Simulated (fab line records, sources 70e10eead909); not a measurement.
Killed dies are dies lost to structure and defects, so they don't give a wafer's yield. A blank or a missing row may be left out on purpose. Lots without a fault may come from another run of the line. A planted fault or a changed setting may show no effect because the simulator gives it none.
Which tool did it? | flow nand_harc | 13 lots, 39 wafers sampled, at 5 steps of a route of 1302

WHAT THE GAUGES READ, wafer by wafer
NHARC_A_ONON_D2_THK_MEAS_05: measures by ellipsometry.
lot  | measured     | on            | thk_nm (nm)
L843 | day 12 17:24 | film_metro-01 | 990 989 988
L844 | day 12 19:11 | film_metro-01 | 975 976 974
L845 | day 13 02:14 | film_metro-01 | 999 1000 999
L848 | day 14 04:16 | film_metro-01 | 995 993 996
L847 | day 14 04:29 | film_metro-02 | 998 998 998
L849 | day 15 14:14 | film_metro-02 | 994 995 995
L851 | day 15 14:14 | film_metro-01 | 1007 1003 1007
L850 | day 15 20:14 | film_metro-01 | 1015 1014 1015
L859 | day 19 05:07 | film_metro-02 | 985 986 986
L858 | day 19 05:19 | film_metro-01 | 995 995 995
L860 | day 19 07:41 | film_metro-01 | 997 996 995
L862 | day 20 21:07 | film_metro-02 | 993 995 994
L863 | day 20 21:08 | film_metro-01 | 999 999 998

NHARC_A_ONON_D2_THK_MEAS_08: measures by ellipsometry.
lot  | measured     | on            | thk_nm (nm)
L843 | day 12 17:58 | film_metro-01 | 985 986 984
L844 | day 12 19:45 | film_metro-01 | 1009 1009 1009
L845 | day 13 02:49 | film_metro-02 | 992 991 991
L848 | day 14 04:50 | film_metro-01 | 1010 1010 1012
L847 | day 14 05:03 | film_metro-02 | 1003 1004 1003
L849 | day 15 14:49 | film_metro-02 | 588 1006 1005
L851 | day 15 14:48 | film_metro-01 | 1000 1001 1001
L850 | day 15 20:48 | film_metro-02 | 583 582 582
L859 | day 19 05:42 | film_metro-02 | 1002 1003 1001
L858 | day 19 05:52 | film_metro-02 | 997 998 1000
L860 | day 19 08:16 | film_metro-01 | 996 996 997
L862 | day 20 21:41 | film_metro-01 | 996 998 997
L863 | day 20 21:42 | film_metro-01 | 982 981 981

NHARC_END_SORT_01.
lot  | measured     | on        | killed_at_array | killed_at_other | killed_at_periphery | killed_dies | killed_open | killed_short
L849 | day 27 09:49 | prober-01 | 676 56 65       | 0 0 0           | 1 3 2               | 677 59 67   | 6 5 3       | 1 2 1
L850 | day 28 11:44 | prober-01 | 675 667 674     | 0 3 0           | 2 7 3               | 677 677 677 | 2 3 5       | 0 1 3

WHICH TOOL RAN EACH LOT (tool, then ch and the chambers of the sampled wafers, then the start)
lot  | NHARC_A_CHANNEL_FILL_D1_STRIP_28   | NHARC_A_ONON_D2_DEP_06
L843 | rie_diel-01 ch 0,1, day 9 23:44    | pecvd_onon-04 ch 0, day 12 17:28
L844 | rie_diel-01 ch 1,2, day 10 04:20   | pecvd_onon-01 ch 0, day 12 19:21
L845 | rie_diel-04 ch 1,2,3, day 10 15:15 | pecvd_onon-01 ch 0, day 13 02:18
L848 | rie_diel-01 ch 0,1,3, day 11 15:32 | pecvd_onon-01 ch 0, day 14 04:27
L847 | rie_diel-03 ch 1,2, day 11 15:34   | pecvd_onon-03 ch 0, day 14 04:36
L849 | rie_diel-01 ch 2,3, day 12 15:42   | pecvd_onon-03 ch 0, day 15 14:25
L851 | rie_diel-04 ch 2,3, day 13 01:56   | pecvd_onon-04 ch 0, day 15 14:17
L850 | rie_diel-04 ch 0,1,2, day 13 09:08 | pecvd_onon-03 ch 0, day 15 20:17
L859 | rie_diel-04 ch 0,2,3, day 16 17:30 | pecvd_onon-04 ch 0, day 19 05:11
L858 | rie_diel-01 ch 0,1,2, day 16 17:33 | pecvd_onon-01 ch 0, day 19 05:29
L860 | rie_diel-04 ch 0,2,3, day 16 23:43 | pecvd_onon-03 ch 0, day 19 07:44
L862 | rie_diel-01 ch 1,2,3, day 18 09:03 | pecvd_onon-01 ch 0, day 20 21:14
L863 | rie_diel-03 ch 1,2,3, day 18 12:49 | pecvd_onon-03 ch 0, day 20 21:11
- NHARC_A_CHANNEL_FILL_D1_STRIP_28: strips in O2, time 20 s.
- NHARC_A_ONON_D2_DEP_06: target thk 1000 nm.

WHAT THE TOOLS THEMSELVES READ (means of the sampled wafers that have a number; where no wafer has one, the mark that the record gives instead)
NHARC_A_CHANNEL_FILL_D1_STRIP_28.
lot  | tool        | drypump_motor_current_A (A) | oes_product_au (a.u.) | rf_vpp_V (V) | showerhead_plenum_p_Torr (Torr) | throttle_valve_pct (%)
L843 | rie_diel-01 | 5.1                         | 1.013                 | 58.1         | 3.72                            | 17.044
L844 | rie_diel-01 | 5.7                         | 1.021                 | 57.8         | 3.77                            | 17.035
L845 | rie_diel-04 | 5.9                         | 0.999                 | 58.3         | 3.72                            | 17.031
L848 | rie_diel-01 | 5.4                         | 1.008                 | 57.6         | 3.59                            | 17.051
L847 | rie_diel-03 | 5.9                         | 0.991                 | 58.7         | 3.46                            | 17.043
L849 | rie_diel-01 | 6.2                         | 1.005                 | 58.4         | 3.60                            | 17.047
L851 | rie_diel-04 | 6.2                         | 0.991                 | 57.4         | 3.72                            | 17.039
L850 | rie_diel-04 | 5.5                         | 0.992                 | 57.8         | 3.67                            | 17.036
L859 | rie_diel-04 | 5.9                         | 0.991                 | 58.0         | 3.67                            | 17.027
L858 | rie_diel-01 | 5.5                         | 1.014                 | 58.4         | 3.74                            | 17.034
L860 | rie_diel-04 | 5.9                         | 0.991                 | 58.1         | 3.67                            | 17.037
L862 | rie_diel-01 | 5.9                         | 1.009                 | 58.3         | 3.61                            | 17.025
L863 | rie_diel-03 | 5.7                         | 1.005                 | 57.9         | 3.57                            | 17.040

NHARC_A_ONON_D2_DEP_06.
lot  | tool          | sih4_flow_sccm (sccm)
L843 | pecvd_onon-04 | 209.9
L844 | pecvd_onon-01 | 209.7
L845 | pecvd_onon-01 | 210.4
L848 | pecvd_onon-01 | 209.6
L847 | pecvd_onon-03 | 210.3
L849 | pecvd_onon-03 | 209.8
L851 | pecvd_onon-04 | 209.6
L850 | pecvd_onon-03 | 209.7
L859 | pecvd_onon-04 | 209.7
L858 | pecvd_onon-01 | 209.7
L860 | pecvd_onon-03 | 210.0
L862 | pecvd_onon-01 | 210.0
L863 | pecvd_onon-03 | 210.1

THE ANSWER, worked out from the rows above alone
Rule: what is usual is taken from the lots themselves. Put in order of their means at a reading, lots are off if they are a third of the lots or fewer, leave a main group of 4 or more, and stand apart from it by a gap of 3 or more times the standard deviation of the main group's means; of several such gaps the widest counts. A main group whose means are all the same, to the digits that the tables above print for the reading, isn't used. A lot without any number at a reading at which 4 lots or more have one is off too. The other lots that the step has rows for count as sound. The gauges are gone through in route order, then the tools' own readings, and for those a lot's mean is taken as printed above. The first step at which some lot is off is used, and at that step the reading that is off furthest; a lot without a number counts as furthest.
Off: L849, L850, at NHARC_A_ONON_D2_THK_MEAS_08 (thk_nm). The main group: mean 998 nm, standard deviation 8.7.
A tool fits if, at a process step before that reading, it ran every lot that is off, and no sound lot after the first of them. The gauges at NHARC_A_ONON_D2_THK_MEAS_08 are tried like those tools. None of those tried fits.

WHAT THE SIMULATOR HAD PUT IN
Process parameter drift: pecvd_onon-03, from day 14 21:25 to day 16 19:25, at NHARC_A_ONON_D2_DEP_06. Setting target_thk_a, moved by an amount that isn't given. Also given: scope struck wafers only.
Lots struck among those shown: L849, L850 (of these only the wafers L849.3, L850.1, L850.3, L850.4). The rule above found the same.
